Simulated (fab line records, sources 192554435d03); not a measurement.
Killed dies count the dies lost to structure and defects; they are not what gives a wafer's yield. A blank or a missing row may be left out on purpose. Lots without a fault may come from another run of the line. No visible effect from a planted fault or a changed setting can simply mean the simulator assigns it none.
What tool caused it? -- flow n5_finfet -- 10 lots with 27 wafers sampled at 3 steps, on a route of 1938 steps

## WHAT EACH GAUGE READ, for each wafer
N5_PMOS_HMC_CHANNEL_EPI_THK_MEAS_22.
lot,measured,on,HMC_CMP_THK (nm)
L603,day 3 19:49,film_metro-02,55.3 45.8
L605,day 4 07:28,film_metro-02,47.4 52.3
L606,day 4 14:33,film_metro-02,48.0 53.3
L607,day 4 20:11,film_metro-02,52.9 55.6 53.9
L608,day 5 02:28,film_metro-02,56.5 55.2 56.6
L612,day 6 02:07,film_metro-02,53.8 54.5 53.6
L613,day 6 09:23,film_metro-02,55.0 55.1 56.1
L615,day 6 20:06,film_metro-01,53.1 53.7 53.8
L616,day 7 01:57,film_metro-02,52.4 55.8 53.6
L617,day 7 08:38,film_metro-02,52.9 55.4 55.5

## WHAT TOOL EACH LOT RAN ON (gives the tool, then ch and the chambers of the sampled wafers, and finally the start)
lot,N5_WELL_APT_DESCUM_30,N5_PMOS_HMC_CHANNEL_EPI_FIN_RECESS_16
L603,"rie_diel-01 ch 0,1, day 3 15:07","rie_si-03 ch 0,2, day 3 17:50"
L605,"rie_diel-01 ch 0,1, day 4 03:01","rie_si-03 ch 0,3, day 4 05:40"
L606,"rie_diel-06 ch 1,2, day 4 09:41","rie_si-03 ch 0,3, day 4 12:45"
L607,"rie_diel-06 ch 0,2, day 4 15:31","rie_si-02 ch 0,1,3, day 4 18:17"
L608,"rie_diel-06 ch 1,3, day 4 21:37","rie_si-06 ch 0,2, day 5 00:32"
L612,"rie_diel-01 ch 0,1,3, day 5 21:18","rie_si-02 ch 1,2, day 6 00:18"
L613,"rie_diel-01 ch 0,1,2, day 6 04:13","rie_si-06 ch 0,2,3, day 6 07:34"
L615,"rie_diel-01 ch 0,1,3, day 6 15:22","rie_si-02 ch 0,1, day 6 18:15"
L616,"rie_diel-01 ch 1,2,3, day 6 21:01","rie_si-03 ch 0,2,3, day 6 23:45"
L617,"rie_diel-02 ch 0,2,3, day 7 03:35","rie_si-03 ch 2,3, day 7 06:26"
- N5_WELL_APT_DESCUM_30: chemistry O2, time 7.9 s.
- N5_PMOS_HMC_CHANNEL_EPI_FIN_RECESS_16: chemistry HBr/Cl2, target Si, target depth 54 nm, time 18 s.

## THE ANSWER, worked out from the rows above alone
Rule: the usual values come from the lots themselves. The widest of any qualifying gaps counts: lots, ordered by their means at a reading, are off when they make up no more than a third of the lots, leave a main group of 4 or more, and stand apart from it by 3 or more times the standard deviation of that group's means. Not used: any main group whose means are identical at the precision the tables above print for the reading. A lot without any number at a reading at which 4 lots or more have one is off too. Any other lot the step has rows for is counted as sound.
Off: at N5_PMOS_HMC_CHANNEL_EPI_THK_MEAS_22 (HMC_CMP_THK), L603, L605, L606. Mean 54.5 nm and standard deviation 0.85 in the main group.
A tool fits if, at a process step before that reading, it ran every lot that is off, and no sound lot after the first of them. Those tools and the gauges at N5_PMOS_HMC_CHANNEL_EPI_THK_MEAS_22 are tried in the same way. No candidate that was tried fits.

## WHAT THE SIMULATOR HAD INSERTED
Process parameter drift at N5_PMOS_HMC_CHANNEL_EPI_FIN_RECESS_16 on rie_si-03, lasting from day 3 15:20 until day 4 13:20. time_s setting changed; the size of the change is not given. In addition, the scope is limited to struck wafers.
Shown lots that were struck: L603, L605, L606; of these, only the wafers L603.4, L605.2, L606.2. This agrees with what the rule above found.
